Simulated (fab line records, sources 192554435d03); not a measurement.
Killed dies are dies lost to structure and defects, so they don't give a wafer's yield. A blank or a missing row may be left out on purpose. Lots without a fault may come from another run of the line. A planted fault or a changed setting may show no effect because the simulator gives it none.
Split-lot experiment | flow n5_finfet | 7 lots, 21 wafers read, on a route of 1938 steps

THE SPLIT
At N5_BEOL_M8_EXPOSE_08 (exposes mask M8), the setting dose_mj was moved away from the recipe's 68.25 on 2 of the 21 wafers read, by -7.4% to -6.1%. The other wafers ran this setting at the recipe's value.

FROM THE SPLIT TO THE READING: what the file shows between them, 18 steps
- N5_BEOL_M8_PEB_09: peb time 60 s
- N5_BEOL_M8_DEVELOP_10: develop time 30 s
- N5_BEOL_M8_CD_MEAS_11: target cd 38.5 nm
- N5_BEOL_M8_DESCUM_16: chemistry O2, time 7.9 s
- N5_BEOL_M8_ETCH_61: etches SiARC in CF4, target depth 45.5 nm, time 75.8 s
- N5_BEOL_M8_ETCH_62: etches SOC in N2/H2, target depth 110 nm, overetch 22 nm, time 165 s
- N5_BEOL_M8_STRIP_68: strips in N2/H2
- N5_BEOL_M8_STRIP_67: strips in CF4
- N5_BEOL_M8_HM_OPEN_17: chemistry Cl2/BCl3, target TiN, target depth 20 nm, overetch 6 nm
- N5_BEOL_M8_STRIP_19: strips in O2
- N5_BEOL_M8_CD_MEAS_18: pitch 80 nm, target cd 40 nm
- N5_BEOL_M8_COAT_63: time 60 s, resist thk 60 nm
- N5_BEOL_M8_COAT_64: time 60 s, resist thk 12 nm
- N5_BEOL_M8_STRIP_80: strips in N2/H2, time 10 s
- N5_BEOL_M8_HM_STRIP_39: strips TiN in peroxide tin strip, target depth 25 nm, time 158 s
- N5_BEOL_M8_SRD_40: time 30 s
- N5_BEOL_M8_PRECLEAN_42: cleans in residue remover, time 60 s
- N5_BEOL_M8_SRD_43: time 30 s

THE READING
cd_nm, in nm, at N5_BEOL_M8_CD_MEAS_35 (target cd 40 nm). Fault-free wafers of this fab line usually give 39.8 nm, standard deviation 0.68 nm.

wafer  | tool, chamber at the split | dose_mj as run | against the recipe | cd_nm, nm | against lot-mates on the recipe
L077.2 | arfi_scanner-02, 0         | 68.25          | recipe             | 38.3      | -
L077.3 | arfi_scanner-02, 0         | 68.25          | recipe             | 38.5      | -
L077.6 | arfi_scanner-02, 0         | 68.25          | recipe             | 39.0      | -
L076.1 | arfi_scanner-02, 0         | 68.25          | recipe             | 39.5      | -
L076.4 | arfi_scanner-02, 0         | 68.25          | recipe             | 39.3      | -
L076.6 | arfi_scanner-02, 0         | 68.25          | recipe             | 39.8      | -
L082.1 | arfi_scanner-02, 0         | 63.22          | -7.4%              | 36.5      | -3.2
L082.4 | arfi_scanner-02, 0         | 68.25          | recipe             | 40.1      | -
L082.5 | arfi_scanner-02, 0         | 68.25          | recipe             | 39.4      | -
L086.2 | arfi_scanner-02, 0         | 68.25          | recipe             | 40.4      | -
L086.3 | arfi_scanner-02, 0         | 64.12          | -6.1%              | 37.6      | -3.0
L086.6 | arfi_scanner-02, 0         | 68.25          | recipe             | 40.9      | -
L093.1 | arfi_scanner-02, 0         | 68.25          | recipe             | 40.5      | -
L093.2 | arfi_scanner-02, 0         | 68.25          | recipe             | 40.2      | -
L093.6 | arfi_scanner-02, 0         | 68.25          | recipe             | 39.5      | -
L094.1 | arfi_scanner-01, 0         | 68.25          | recipe             | 40.5      | -
L094.3 | arfi_scanner-01, 0         | 68.25          | recipe             | 39.9      | -
L094.6 | arfi_scanner-01, 0         | 68.25          | recipe             | 40.3      | -
L097.2 | arfi_scanner-03, 0         | 68.25          | recipe             | 40.5      | -
L097.3 | arfi_scanner-03, 0         | 68.25          | recipe             | 39.7      | -
L097.5 | arfi_scanner-03, 0         | 68.25          | recipe             | 40.0      | -

THE FIT
A straight line over all 21 wafers: cd_nm changes by +0.415 nm for each +1% of dose_mj; r = +0.78; the points scatter about the line by 0.69 nm.
The same after taking each lot's own level away (the mean of its wafers on the recipe; 21 wafers): +0.466 nm for each +1%; r = +0.95; scatter 0.31 nm.
On that fit, the largest move of dose_mj shifts the reading by 3.4 nm.
The lots' own levels span 38.60 to 40.65 nm, that is 3.0 times the standard deviation above.
So the lot-to-lot level blurs the effect unless lot-mates are compared.
Check: with one of the wafers moved furthest among these (-7.4%) left out of the fit, the line predicts -3.71 nm for it against its lot-mates. It came out at -3.25 nm against them.

THE WHOLE CHAIN: every reading that the file lists as answering this split, in the file's order
step                  | what it does                                                         | reading                                                               | change (the file's fit)               | r (the file's)
N5_BEOL_M8_CD_MEAS_11 | target cd 38.5 nm                                                    | cd_nm                                                                 | +0.533 nm for each +1% of the setting | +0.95
N5_BEOL_M8_ETCH_61    | etches SiARC in CF4, target depth 45.5 nm, time 75.8 s               | BEOL_M8.cd_offset_nm (the simulator's own value, which no gauge read) | +0.498 nm for each +1% of the setting | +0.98
N5_BEOL_M8_ETCH_62    | etches SOC in N2/H2, target depth 110 nm, overetch 22 nm, time 165 s | BEOL_M8.cd_offset_nm (the simulator's own value, which no gauge read) | +0.505 nm for each +1% of the setting | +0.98
N5_BEOL_M8_CD_MEAS_18 | pitch 80 nm, target cd 40 nm                                         | cd_nm                                                                 | +0.519 nm for each +1% of the setting | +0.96
N5_BEOL_M8_CD_MEAS_35 | target cd 40 nm                                                      | cd_nm                                                                 | +0.464 nm for each +1% of the setting | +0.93

THE FILE'S OWN FIT
cd_nm changes by +0.464 nm for each +1% of dose_mj, r = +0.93.
